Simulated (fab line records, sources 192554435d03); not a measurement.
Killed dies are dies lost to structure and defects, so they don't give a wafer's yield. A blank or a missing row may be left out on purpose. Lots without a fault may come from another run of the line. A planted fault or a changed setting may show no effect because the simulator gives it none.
Chamber matching | flow n5_finfet | N5_BEOL_M13_ETCH_67 on rie_diel-01: 4 sister chambers
The step etches SiARC in CF4, target depth 143 nm, time 238.3 s. 8 wafers are shown with their chamber, then 7 later ones without.

WAFERS WITH THEIR CHAMBER
wafer  | chamber | drypump_motor_current_A (A) | showerhead_plenum_p_Torr (Torr)
L084.6 | 0       | 5.44                        | 2.04
L082.2 | 1       | 5.48                        | 2.18
L082.6 | 3       | 5.17                        | 2.16
L083.2 | 0       | 5.43                        | 2.04
L083.4 | 2       | 5.73                        | 2.20
L083.6 | 3       | 5.17                        | 2.16
L090.3 | 2       | 5.72                        | 2.19
L090.5 | 1       | 5.46                        | 2.18

WAFERS WITHOUT THEIR CHAMBER
wafer  | drypump_motor_current_A (A) | showerhead_plenum_p_Torr (Torr)
L090.6 | 5.72                        | 2.19
L093.1 | 5.15                        | 2.15
L093.4 | 5.78                        | 2.19
L093.6 | 5.50                        | 2.17
L096.1 | 5.49                        | 2.17
L096.4 | 5.14                        | 2.15
L096.6 | 5.14                        | 2.15

WHICH CHAMBER EACH WENT THROUGH
wafer  | from the rows above | in truth
L090.6 | 2                   | 2
L093.1 | 3                   | 3
L093.4 | 2                   | 2
L093.6 | 1                   | 1
L096.1 | 1                   | 1
L096.4 | 3                   | 3
L096.6 | 3                   | 3
Placed correctly: 7 of 7. Can't be placed from these rows: 0. Placed wrongly: 0.
How it was worked out, from the rows above alone: a wafer's distance from a chamber is the root of the sum, over the readings, of the square of ((its reading less the chamber's mean) divided by the reading's scatter). The wafer belongs to the nearest chamber; if the next one is less than 2 further off, it can't be placed. A chamber's mean is the mean of its shown wafers. The scatter: the root of (the sum of the squares of (reading less its chamber's mean) over the shown wafers, divided by (wafers less chambers)).
